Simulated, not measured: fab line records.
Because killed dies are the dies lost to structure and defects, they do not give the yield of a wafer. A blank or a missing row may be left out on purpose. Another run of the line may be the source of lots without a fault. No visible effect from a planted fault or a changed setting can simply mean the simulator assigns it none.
fab line records    flow nand-harc
[record] lots = 6  wafers = 18  last-day = 33
route steps=1302 shown A_SGD_CUT@901 END@1302
lots untouched by any fault: they come from a run of this same line in which no faults occurred
start-h: hours from the record's opening day to when the first of the lot's shown wafers began    wait-h: hours from the lot's prior step to this one    " unchanged from the row above    L1.1+2: a row that stands for several wafers    - value missing, or start not given    * or withheld: withheld    < > ~ a bound
route shown NAME@n: names a module that has steps shown in the file, with the first one's number in the route    usual: average and standard deviation across the fault-free wafers    same: alike in all rows    chamber/n: place in a boat    sites: the reading at each site    _std_site: standard deviation of those values    _edge_site: inner sites' mean taken away from outer sites' mean    radius-mm: for every site, how far away it sits from the centre of the wafer    mask NAME#n: copy n    behind: tool/chamber where the wafer was last shaped    hold: why the lot was held/for how many hours/how that ended    device: which transistor (n, p or np) failed to switch    end of line: the same wafers' tests at the end of the route    a step without rows: its recipe alone    killed: dies that structure and defects cost at the first sort, which is not the same as the wafer's yield    map: dies across one wafer; x = killed, . = not, _ = none there
set.NAME: setting as actually run; set.NAME@STEP: the setting as run at that earlier step    model.NAME: the simulator's own value behind a step, which no gauge read
a table for each step, a row for each wafer; lots at some steps of the route
services: when a tool's chamber went out of use (start-h, in hours from the record's first day, below 0 if earlier), for how many hours, and the reason
[[steps]]
[step NHARC_A_SGD_CUT_CD_MEAS_09]
[recipe] target-cd-nm = 100  landing-energy-ev = 500
[usual] cd-nm = 100.2/0.45
[same] landing-energy-ev = 500
lot.wafer  tool       chamber  start-h  wait-h  cd-nm
L566.1     cd-sem-03  0        485.59   -       98.5
L566.5     "          0        "        "       99.1
L566.6     "          0        "        "       99.5
L567.1     cd-sem-02  0        486.92   -       100.5
L567.2     "          0        "        "       100.7
L567.5     "          0        "        "       100.9
L572.2     cd-sem-02  0        519.68   -       99.7
L572.3     "          0        "        "       99.8
L572.6     "          0        "        "       100.3
L571.1     cd-sem-03  0        520.11   -       100.0
L571.2     "          0        "        "       100.2
L571.5     "          0        "        "       100.5
L574.2     cd-sem-02  0        540.30   -       99.8
L574.5     "          0        "        "       100.9
L574.6     "          0        "        "       100.0
L586.2     cd-sem-03  0        669.73   -       100.9
L586.3     "          0        "        "       100.4
L586.6     "          0        "        "       100.2
[step NHARC_A_SGD_CUT_OVL_MEAS_10]
[usual] overlay-x-nm = 0.1/1  overlay-y-nm = 0.0/0.92
lot.wafer  tool        chamber  start-h  wait-h  overlay-x-nm  overlay-y-nm
L566.1     overlay-01  -        485.68   -       0.2           0.2
L566.5     "           -        "        "       -0.6          0.6
L566.6     "           -        "        "       0.2           1.0
L567.1     overlay-02  -        487.01   -       1.1           -0.4
L567.2     "           -        "        "       0.7           0.1
L567.5     "           -        "        "       0.6           -0.8
L572.2     overlay-02  -        519.77   -       0.0           -0.5
L572.3     "           -        "        "       0.0           -1.1
L572.6     "           -        "        "       0.2           -0.5
L571.1     overlay-01  -        520.19   -       0.1           0.2
L571.2     "           -        "        "       0.2           0.2
L571.5     "           -        "        "       -0.1          -0.1
L574.2     overlay-02  -        540.38   -       -2.2          -1.6
L574.5     "           -        "        "       -1.5          -1.9
L574.6     "           -        "        "       -1.9          -1.1
L586.2     overlay-01  -        669.81   -       -1.9          -0.2
L586.3     "           -        "        "       -2.2          0.2
L586.6     "           -        "        "       -1.8          0.1
[step NHARC_A_SGD_CUT_INSPECT_11]
[usual] raw-defect-count = 49/32
lot.wafer  tool               chamber  start-h  wait-h  raw-defect-count
L566.1     defect-inspect-02  -        485.71   0.0     23
L566.5     "                  -        "        "       25
L566.6     "                  -        "        "       15
L567.1     defect-inspect-01  -        487.05   0.0     107
L567.2     "                  -        "        "       108
L567.5     "                  -        "        "       118
L572.2     defect-inspect-02  -        519.80   0.0     69
L572.3     "                  -        "        "       87
L572.6     "                  -        "        "       75
L571.1     defect-inspect-02  -        520.23   0.0     39
L571.2     "                  -        "        "       50
L571.5     "                  -        "        "       31
L574.2     defect-inspect-02  -        540.42   0.0     83
L574.5     "                  -        "        "       64
L574.6     "                  -        "        "       78
L586.2     defect-inspect-01  -        669.85   0.0     37
L586.3     "                  -        "        "       35
L586.6     "                  -        "        "       28
[step NHARC_A_SGD_CUT_DESCUM_14]
[recipe] time-s = 3  o2-flow-sccm = 200  ar-flow-sccm = 0  bias-power-w = 0  chemistry = O2
[step NHARC_A_SGD_CUT_ETCH_58]
[recipe] target-depth-a = 390  over-etch-frac = 0.3  time-s = 65  ion-energy-ev = 80  cf4-flow-sccm = 150  ar-flow-sccm = 0  rf-w = 300  bias-w = 100  chemistry = CF4
[usual] cf4-flow-sccm = 150.0/0.42  drypump-motor-current-A = 5.7/0.56  oes-product-au = 1.000/0.0086  rf-vpp-V = 151.1/1.3  showerhead-plenum-p-Torr = 1.76/0.076  throttle-valve-pct = 13.283/0.0092
[same] over-etch-frac = 0.3
lot.wafer  tool         chamber  start-h  wait-h  cf4-flow-sccm  drypump-motor-current-A  oes-product-au  rf-hours-counter-h  rf-vpp-V  showerhead-plenum-p-Torr  throttle-valve-pct
L566.1     rie-diel-11  2        485.87   0.1     150.0          5.2                      1.014           4                   150.2     1.72                      13.290
L566.5     "            0        "        "       150.2          5.9                      0.996           -                   151.4     1.79                      13.286
L566.6     "            1        "        "       149.2          6.7                      1.015           -                   151.5     1.70                      13.283
L567.1     rie-diel-11  2        487.20   0.1     150.4          5.2                      1.013           4                   150.2     1.72                      13.284
L567.2     "            0        "        "       149.5          5.9                      1.012           4                   151.4     1.79                      13.272
L567.5     "            3        "        "       150.3          5.0                      1.009           -                   151.6     1.66                      13.282
L572.3     rie-diel-06  0        519.95   0.1     150.3          5.9                      1.003           1                   151.3     1.81                      13.266
L572.2     "            1        "        "       150.0          6.4                      1.005           1                   151.5     1.82                      13.292
L572.6     "            1        "        "       150.0          6.4                      1.000           -                   151.2     1.82                      13.284
L571.1     rie-diel-08  2        520.38   0.1     150.0          5.8                      0.993           11                  151.2     1.67                      13.299
L571.2     "            3        "        "       149.8          4.8                      0.989           10                  150.0     1.66                      13.279
L571.5     "            1        "        "       150.5          6.3                      0.990           -                   153.2     1.88                      13.295
L574.2     rie-diel-08  1        540.57   0.1     149.5          6.3                      0.989           12                  153.6     1.88                      13.281
L574.6     "            1        "        "       149.8          6.3                      0.981           -                   150.6     1.88                      13.293
L574.5     "            2        "        "       149.5          5.8                      0.988           -                   150.0     1.67                      13.280
L586.2     rie-diel-11  0        670.00   0.1     149.6          5.9                      1.001           5                   150.8     1.78                      13.274
L586.3     "            1        "        "       149.8          6.7                      0.996           4                   149.9     1.69                      13.277
L586.6     "            0        "        "       149.4          5.8                      0.994           -                   151.3     1.78                      13.280
[step NHARC_A_SGD_CUT_ETCH_59]
[recipe] target-depth-a = 2600  over-etch-frac = 0.25  time-s = 406.25  ion-energy-ev = 200  n2-flow-sccm = 150  h2-flow-sccm = 150  ar-flow-sccm = 0  rf-w = 400  bias-w = 150  chemistry = N2/H2
[usual] drypump-motor-current-A = 5.7/0.55  oes-product-au = 1.000/0.007  rf-vpp-V = 430.2/2.7  showerhead-plenum-p-Torr = 2.03/0.096  throttle-valve-pct = 14.172/0.0097
[same] over-etch-frac = 0.25
lot.wafer  tool         chamber  start-h  wait-h  drypump-motor-current-A  oes-product-au  rf-hours-counter-h  rf-vpp-V  showerhead-plenum-p-Torr  throttle-valve-pct
L566.1     rie-diel-11  0        -        -       5.9                      1.007           4                   431.8     2.06                      14.172
L566.5     "            1        "        "       6.7                      0.995           -                   427.4     1.95                      14.174
L566.6     "            2        "        "       5.2                      1.004           -                   429.8     1.98                      14.162
L567.1     rie-diel-11  0        -        -       5.9                      1.007           4                   429.2     2.06                      14.160
L567.2     "            2        "        "       5.2                      1.012           4                   427.3     1.98                      14.152
L567.5     "            0        "        "       5.9                      0.993           -                   431.0     2.06                      14.165
L572.3     rie-diel-06  3        -        -       5.7                      1.005           1                   432.5     2.13                      14.176
L572.2     "            2        "        "       5.5                      1.006           1                   433.3     2.13                      14.177
L572.6     "            0        "        "       5.9                      1.016           -                   431.0     2.10                      14.168
L571.1     rie-diel-08  0        -        -       5.7                      0.983           11                  429.5     2.02                      14.158
L571.2     "            3        "        "       4.8                      0.992           10                  427.5     1.90                      14.165
L571.5     "            0        "        "       5.7                      0.988           -                   429.9     2.02                      14.190
L574.2     rie-diel-08  3        -        -       4.8                      0.998           12                  426.8     1.90                      14.186
L574.5     "            3        "        "       4.8                      1.000           -                   426.4     1.90                      14.160
L574.6     "            0        "        "       5.7                      0.995           -                   430.2     2.02                      14.179
L586.2     rie-diel-11  1        -        -       6.7                      0.990           4                   428.6     1.94                      14.164
L586.3     "            3        "        "       5.1                      0.989           5                   425.7     1.90                      14.169
L586.6     "            0        "        "       5.9                      0.996           -                   432.0     2.06                      14.173
[step NHARC_A_SGD_CUT_ETCH_15]
[recipe] target-depth-a = 750  time-s = 64.3  ch3f-flow-sccm = 50  o2-flow-sccm = 30  ar-flow-sccm = 200  rf-w = 500  bias-w = 100  chemistry = CH3F/O2
[usual] drypump-motor-current-A = 5.7/0.56  oes-product-au = 0.959/0.018  rf-vpp-V = 263.5/1.8  showerhead-plenum-p-Torr = 2.43/0.11  throttle-valve-pct = 20.663/0.0088
lot.wafer  tool         chamber  start-h  wait-h  drypump-motor-current-A  oes-product-au  rf-hours-counter-h  rf-vpp-V  showerhead-plenum-p-Torr  throttle-valve-pct
L566.1     rie-diel-11  3        -        -       5.0                      0.975           4                   261.4     2.30                      20.666
L566.5     "            0        "        "       5.9                      0.961           -                   261.5     2.48                      20.673
L566.6     "            1        "        "       6.7                      0.955           -                   261.3     2.36                      20.676
L567.2     rie-diel-11  0        -        -       5.9                      0.975           4                   263.2     2.48                      20.667
L567.1     "            2        "        "       5.2                      0.968           4                   262.7     2.39                      20.655
L567.5     "            0        "        "       5.9                      0.980           -                   265.0     2.48                      20.667
L572.2     rie-diel-06  0        -        -       5.9                      0.939           1                   265.0     2.52                      20.659
L572.3     "            2        "        "       5.5                      0.925           1                   266.3     2.56                      20.653
L572.6     "            0        "        "       5.9                      0.931           -                   265.3     2.52                      20.652
L571.2     rie-diel-08  0        -        -       5.7                      0.950           11                  263.3     2.44                      20.666
L571.1     "            1        "        "       6.3                      0.976           11                  266.6     2.62                      20.685
L571.5     "            2        "        "       5.8                      0.973           -                   262.1     2.32                      20.653
L574.2     rie-diel-08  1        -        -       6.3                      0.961           13                  265.5     2.62                      20.657
L574.6     "            2        "        "       5.8                      0.979           -                   262.5     2.32                      20.656
L574.5     "            3        "        "       4.8                      0.987           -                   259.7     2.30                      20.663
L586.2     rie-diel-11  1        -        -       6.7                      0.965           4                   261.8     2.35                      20.668
L586.3     "            0        "        "       5.9                      0.952           5                   265.2     2.48                      20.674
L586.6     "            2        "        "       5.2                      0.964           -                   262.6     2.38                      20.670
[step NHARC_A_SGD_CUT_ETCH_16]
[recipe] target-depth-a = 3105  time-s = 155.2  c4f8-flow-sccm = withheld  o2-flow-sccm = 8  ar-flow-sccm = withheld  rf-w = 600  bias-w = 800  chemistry = C4F8/O2/Ar
[usual] oes-product-au = 0.970/0.015  rf-vpp-V = 722/4.5
lot.wafer  tool         chamber  start-h  wait-h  oes-product-au  rf-hours-counter-h  rf-vpp-V
L566.1     rie-diel-11  3        -        -       0.979           4                   718
L566.6     "            0        "        "       0.975           -                   725
L566.5     "            1        "        "       0.975           -                   719
L567.1     rie-diel-11  1        -        -       0.967           5                   719
L567.2     "            2        "        "       0.977           4                   719
L567.5     "            1        "        "       0.974           -                   719
L572.2     rie-diel-06  0        -        -       0.951           1                   726
L572.3     "            1        "        "       0.944           1                   726
L572.6     "            1        "        "       0.941           -                   728
L571.1     rie-diel-08  3        -        -       0.974           11                  717
L571.2     "            0        "        "       0.970           11                  722
L571.5     "            2        "        "       0.980           -                   717
L574.2     rie-diel-08  2        -        -       0.978           12                  718
L574.5     "            0        "        "       0.958           -                   723
L574.6     "            1        "        "       0.964           -                   729
L586.2     rie-diel-11  2        -        -       0.970           4                   719
L586.3     "            0        "        "       0.951           5                   724
L586.6     "            1        "        "       0.961           -                   716
[step NHARC_A_SGD_CUT_STRIP_60]
[recipe] c4f8-flow-sccm = withheld  o2-flow-sccm = 8  ar-flow-sccm = withheld  bias-w = 0  chemistry = C4F8/O2/Ar
[step NHARC_A_SGD_CUT_STRIP_17]
[recipe] o2-flow-sccm = 500  ar-flow-sccm = 0  bias-w = 0  chemistry = O2
[usual] drypump-motor-current-A = 5.7/0.56  oes-product-au = 1.000/0.0077  rf-vpp-V = 57.7/0.78  showerhead-plenum-p-Torr = 3.50/0.15  throttle-valve-pct = 17.036/0.0084
lot.wafer  tool         chamber  start-h  wait-h  drypump-motor-current-A  oes-product-au  rf-hours-counter-h  rf-vpp-V  showerhead-plenum-p-Torr  throttle-valve-pct
L566.1     rie-diel-11  3        -        -       5.1                      0.996           4                   58.0      3.31                      17.043
L566.6     "            3        "        "       5.1                      0.996           -                   56.5      3.31                      17.055
L566.5     "            0        "        "       5.9                      1.005           -                   58.3      3.56                      17.052
L567.2     rie-diel-11  0        -        -       5.9                      0.996           4                   57.2      3.56                      17.035
L567.1     "            1        "        "       6.7                      1.001           5                   58.7      3.39                      17.053
L567.5     "            1        "        "       6.7                      1.003           -                   57.5      3.39                      17.034
L572.2     rie-diel-06  3        -        -       5.7                      0.995           1                   58.7      3.66                      17.028
L572.3     "            0        "        "       5.9                      1.017           2                   57.7      3.62                      17.031
L572.6     "            3        "        "       5.7                      1.004           -                   57.5      3.67                      17.045
L571.2     rie-diel-08  1        -        -       6.3                      0.996           11                  57.4      3.75                      17.020
L571.1     "            2        "        "       5.8                      1.005           11                  56.4      3.34                      17.040
L571.5     "            3        "        "       4.8                      0.992           -                   57.6      3.30                      17.036
L574.2     rie-diel-08  0        -        -       5.7                      0.987           13                  56.6      3.50                      17.042
L574.6     "            2        "        "       5.8                      1.004           -                   57.4      3.34                      17.047
L574.5     "            3        "        "       4.8                      0.998           -                   57.3      3.30                      17.045
L586.2     rie-diel-11  3        -        -       5.0                      1.006           5                   56.9      3.31                      17.036
L586.3     "            2        "        "       5.2                      1.011           4                   57.7      3.42                      17.031
L586.6     "            3        "        "       5.0                      1.006           -                   56.7      3.31                      17.031
[step NHARC_A_SGD_CUT_PRECLEAN_18]
[recipe] time-s = *  temp-c = 50  bath-age-min = 0  chemistry = SC1
[step NHARC_A_SGD_CUT_SRD_19]
[step NHARC_A_SGD_CUT_DEP_20]
[recipe] target-thk-a = 1500  temp-c = 65  material = SiO2
lot.wafer   tool     chamber  start-h  wait-h
L566.1+6+5  fcvd-01  1,0,1    486.92   -
L567.2+1+5  fcvd-01  1,0,0    488.23   -
L572.2+3+6  fcvd-01  0,1,1    520.98   -
L571.1+2+5  fcvd-01  0,1,1    521.46   -
L574.2+5+6  fcvd-01  1,1,0    541.60   -
L586.2+3+6  fcvd-01  0,1,0    671.06   -
[step NHARC_A_SGD_CUT_ANNEAL_27]
[recipe] temp-c = 450  time-s = 1800
[step NHARC_A_SGD_CUT_CMP_21]
[recipe] target-thk-nm = 148.19
[step NHARC_A_SGD_CUT_THK_MEAS_22]
[recipe] thk-meas-gauge = ellipsometry
[usual] thk-nm = 148.4/1.3
lot.wafer  tool           chamber  start-h  wait-h  thk-nm
L566.1     film-metro-02  -        493.95   0.2     147.2
L566.5     "              -        "        "       149.3
L566.6     "              -        "        "       149.5
L567.1     film-metro-02  -        493.95   0.2     148.8
L567.2     "              -        "        "       148.7
L567.5     "              -        "        "       150.3
L571.1     film-metro-01  -        526.26   0.2     143.2
L571.2     "              -        "        "       141.0
L571.5     "              -        "        "       141.6
L572.2     film-metro-02  -        526.26   0.2     148.6
L572.3     "              -        "        "       149.8
L572.6     "              -        "        "       149.3
L574.2     film-metro-02  -        546.47   0.2     140.0
L574.5     "              -        "        "       144.6
L574.6     "              -        "        "       143.6
L586.2     film-metro-02  -        676.32   0.2     148.8
L586.3     "              -        "        "       147.6
L586.6     "              -        "        "       148.9
[step NHARC_A_SGD_CUT_SRD_23]
[step NHARC_END_SORT_01]
[recipe] temp-c = 25
[usual] killed-at-array = 54/20  killed-at-other = 0.9/1.1  killed-at-periphery = 3.8/2.4  killed-dies = 58/20  killed-open = 3.5/1.9  killed-short = 2.5/1.6
[same] gross-dies = 677
lot.wafer  tool       chamber  start-h  wait-h  killed-at-array  killed-at-other  killed-at-periphery  killed-dies  killed-open  killed-short
L571.1     prober-02  0        645.36   2.5     65               0                7                    72           6            4
L571.2     prober-02  0        646.15   2.8     39               0                5                    44           4            2
L571.5     prober-02  0        648.50   3.6     54               0                2                    56           2            1
L572.2     prober-01  0        646.12   2.8     40               0                5                    45           1            1
L572.3     prober-01  0        646.92   3.1     63               2                2                    67           4            2
L572.6     prober-01  0        649.30   4.0     62               1                3                    66           2            4
// killed by level:class
L571.1 A_SLIT:chamber-film-flake=30 A_CHANNEL_HOLE_D2:chamber-film-flake=13 A_CHANNEL_HOLE_D1:chamber-film-flake=8 A_CONTACT:chamber-film-flake=6 P_CONTACT:geometric-particle:open=3 P_M1:chamber-film-flake=3 A_CHANNEL_FILL_D1:geometric-particle:open=2 A_ONON_D1:geometric-particle:short=1
L572.2 A_CHANNEL_HOLE_D1:chamber-film-flake=26 P_M1:chamber-film-flake=4 A_CHANNEL_HOLE_D2:chamber-film-flake=4 A_CONTACT:chamber-film-flake=4 A_DECK1_JOINT:chamber-film-flake=2 A_CHANNEL_FILL_D2:geometric-particle:open=1 A_M0:geometric-particle:short=1 P_CONTACT:chamber-film-flake=1
L571.2 A_CHANNEL_HOLE_D1:chamber-film-flake=13 A_CHANNEL_HOLE_D2:chamber-film-flake=8 A_CONTACT:chamber-film-flake=7 A_SLIT:chamber-film-flake=5 P_GATE:geometric-particle:open=2 A_STAIRCASE:chamber-film-flake=2 P_GATE:geometric-particle:short=1 A_CHANNEL_FILL_D1:geometric-particle:open=1
L572.3 A_CHANNEL_HOLE_D1:chamber-film-flake=30 A_CHANNEL_HOLE_D2:chamber-film-flake=20 A_CONTACT:chamber-film-flake=4 A_BLC:geometric-particle:open=2 A_STAIRCASE:chamber-film-flake=2 HYBRID_BOND:chamber-film-flake=2 P_M0:geometric-particle:open=1 A_CHANNEL_FILL_D2:geometric-particle:open=1
L571.5 A_SLIT:chamber-film-flake=37 A_CHANNEL_HOLE_D1:chamber-film-flake=5 A_CHANNEL_HOLE_D2:chamber-film-flake=4 A_CHANNEL_FILL_D2:chamber-film-flake=2 A_CONTACT:chamber-film-flake=2 P_GATE:geometric-particle:open=1 A_CHANNEL_FILL_D1:geometric-particle:short=1 A_CHANNEL_HOLE_D2:geometric-particle:open=1
L572.6 A_CHANNEL_HOLE_D1:chamber-film-flake=38 A_CHANNEL_HOLE_D2:chamber-film-flake=10 A_CONTACT:chamber-film-flake=5 P_M1:chamber-film-flake=2 A_SLIT:chamber-film-flake=2 A_WL_FILL:chamber-film-flake=2 P_GATE:geometric-particle:short=1 A_CHANNEL_HOLE_D1:geometric-particle:short=1
[[services]]
tool         chamber  start-h  hours  kind
rie-diel-11  0        466.01   -      clean
rie-diel-06  -        484.20   9.0    pm
rie-diel-11  2        517.27   3.4    repair
rie-diel-08  0        524.87   1.2    repair
rie-diel-08  3        525.83   2.9    repair
rie-diel-11  3        531.37   18.0   repair
rie-diel-08  -        537.63   0.2    repair
rie-diel-08  1        541.53   6.8    repair
rie-diel-08  -        544.83   9.0    pm
fcvd-01      -        545.05   0.6    repair
fcvd-01      -        547.18   13.0   pm
rie-diel-06  2        549.58   25.8   repair
rie-diel-06  -        558.15   0.1    repair
rie-diel-06  1        564.18   36.3   repair
rie-diel-08  2        566.74   4.3    repair
rie-diel-11  0        572.41   5.9    repair
rie-diel-08  2        573.86   6.3    repair
rie-diel-06  0        575.64   5.1    repair
rie-diel-08  2        581.42   3.8    repair
rie-diel-11  3        581.60   6.5    repair
rie-diel-11  0        589.40   23.2   repair
rie-diel-11  -        609.51   9.0    pm
fcvd-01      -        632.70   0.6    repair
rie-diel-06  -        661.20   9.0    pm
[[key]]
[first-sign] step = NHARC_A_SGD_CUT_THK_MEAS_22  reading = thk-nm  direction = down  sigmas = 4.8  usual = 148.4  struck = 142.3
effect none on later readings
met-at NHARC_A_SGD_CUT_DEP_20
struck-wafers L571.1,L571.2,L571.5,L574.2,L574.5,L574.6
tester-left-out L571,L574
onset-between 520.98 521.46
also-fits NHARC_A_SGD_CUT_ETCH_58:rie-diel-08,NHARC_A_SGD_CUT_ETCH_59:rie-diel-08,NHARC_A_SGD_CUT_ETCH_15:rie-diel-08,NHARC_A_SGD_CUT_ETCH_16:rie-diel-08
[fault] kind = process-parameter-drift  tool = fcvd-01  chamber = -  onset-h = 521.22  steps = NHARC_A_SGD_CUT_DEP_20  channel = target-thk-a  offset = *  shape = step  end-h = 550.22  acts-in = *  stated = *
// tester-left-out: of these lots the tester's yield and bins aren't shown, on N5 and GAA mostly nor the transistor test; their killed dies are dies lost to structure and defects alone, not to doping, threshold or leakage, so they don't give the yield
